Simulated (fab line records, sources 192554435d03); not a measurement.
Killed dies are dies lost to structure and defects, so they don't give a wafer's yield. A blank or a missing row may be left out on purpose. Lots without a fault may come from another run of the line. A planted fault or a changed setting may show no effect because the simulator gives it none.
Split-lot experiment | flow n5_finfet | 7 lots, 21 wafers read, on a route of 1938 steps

THE SPLIT
At N5_MIM_BOT_SPUTTER_00 (material TiN, target thk 35 nm, time 89.7 s), the setting time_s was moved away from the recipe's 89.7 s on 6 of the 21 wafers read, by -11.6% to +5.5%. The other wafers ran this setting at the recipe's value.

The reading is taken at the split's own step.

THE READING
TiN_of_MIM_BOT_SPUTTER_00.thk_nm (the simulator's own value, which no gauge read), in nm, at N5_MIM_BOT_SPUTTER_00 (material TiN, target thk 35 nm, time 89.7 s). The file gives no usual value for it. The 15 wafers here that ran the recipe average 35.0 nm, standard deviation 0.32 nm.

wafer  | tool, chamber at the split | time_s as run, s | against the recipe | TiN_of_MIM_BOT_SPUTTER_00.thk_nm, nm | against lot-mates on the recipe
L080.4 | pvd_sputter-01, -          | 89.7             | recipe             | 35.4                                 | -
L080.5 | pvd_sputter-01, -          | 89.7             | recipe             | 35.4                                 | -
L080.6 | pvd_sputter-01, -          | 89.7             | recipe             | 35.4                                 | -
L083.1 | pvd_sputter-02, -          | 89.7             | recipe             | 34.4                                 | -
L083.3 | pvd_sputter-02, -          | 89.7             | recipe             | 34.8                                 | -
L083.4 | pvd_sputter-02, -          | 89.7             | recipe             | 34.8                                 | -
L082.1 | pvd_sputter-03, -          | 89.7             | recipe             | 35.2                                 | -
L082.3 | pvd_sputter-03, -          | 89.7             | recipe             | 35.2                                 | -
L082.4 | pvd_sputter-03, -          | 79.27            | -11.6%             | 31.2                                 | -4.0
L085.1 | pvd_sputter-01, -          | 89.7             | recipe             | 35                                   | -
L085.2 | pvd_sputter-01, -          | 89.7             | recipe             | 35                                   | -
L085.3 | pvd_sputter-01, -          | 89.7             | recipe             | 35.2                                 | -
L087.3 | pvd_sputter-01, -          | 89.7             | recipe             | 34.8                                 | -
L087.6 | pvd_sputter-01, -          | 89.7             | recipe             | 34.8                                 | -
L087.4 | pvd_sputter-01, -          | 86.08            | -4.0%              | 33.2                                 | -1.6
L092.1 | pvd_sputter-02, -          | 94.62            | +5.5%              | 36.6                                 | +2.2
L092.4 | pvd_sputter-02, -          | 89.7             | recipe             | 34.4                                 | -
L092.5 | pvd_sputter-02, -          | 94.62            | +5.5%              | 36.2                                 | +1.8
L093.1 | pvd_sputter-01, -          | 82.1             | -8.5%              | 31.8                                 | -3.4
L093.4 | pvd_sputter-01, -          | 89.7             | recipe             | 35.2                                 | -
L093.6 | pvd_sputter-01, -          | 82.1             | -8.5%              | 32                                   | -3.2

THE FIT
A straight line over all 21 wafers: TiN_of_MIM_BOT_SPUTTER_00.thk_nm changes by +0.331 nm for each +1% of time_s; r = +0.97; the points scatter about the line by 0.34 nm.
The same after taking each lot's own level away (the mean of its wafers on the recipe; 21 wafers): +0.368 nm for each +1%; r = +1.00; scatter 0.14 nm.
On that fit, the largest move of time_s shifts the reading by 4.3 nm.
The lots' own levels span 34.40 to 35.40 nm, that is 3.1 times the standard deviation above.
So the lot-to-lot level changes the slope: the two fits differ.
Check: with one of the wafers moved furthest among these (-11.6%) left out of the fit, the line predicts -4.46 nm for it against its lot-mates. It came out at -4 nm against them.

OTHER SPLITS ON THESE WAFERS
These wafers also went through other splits before the reading. Each is held against what the fit with the lots' levels taken away leaves over:
other split on the same wafers    | wafers away from the commonest value | r with TiN_of_MIM_BOT_SPUTTER_00.thk_nm (lot level and that fit taken away)
N5_BEOL_M12_EXPOSE_07 dose_mj     | 11                                   | -0.26
N5_BEOL_M13_COAT_66 spin_rpm      | 6                                    | +0.14
N5_BEOL_M13_DESCUM_33 time_s      | 4                                    | +0.05
N5_BEOL_M13_SPUTTER_43 time_s     | 7                                    | -0.14
N5_BEOL_M14_SPUTTER_43 power_w    | 7                                    | +0.30
N5_BEOL_M14_DEP_53 time_s         | 8                                    | -0.55
N5_BEOL_M15_CMP_49 down_force_psi | 11                                   | -0.22

THE FILE'S OWN FIT
TiN_of_MIM_BOT_SPUTTER_00.thk_nm changes by +0.363 nm for each +1% of time_s, r = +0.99.
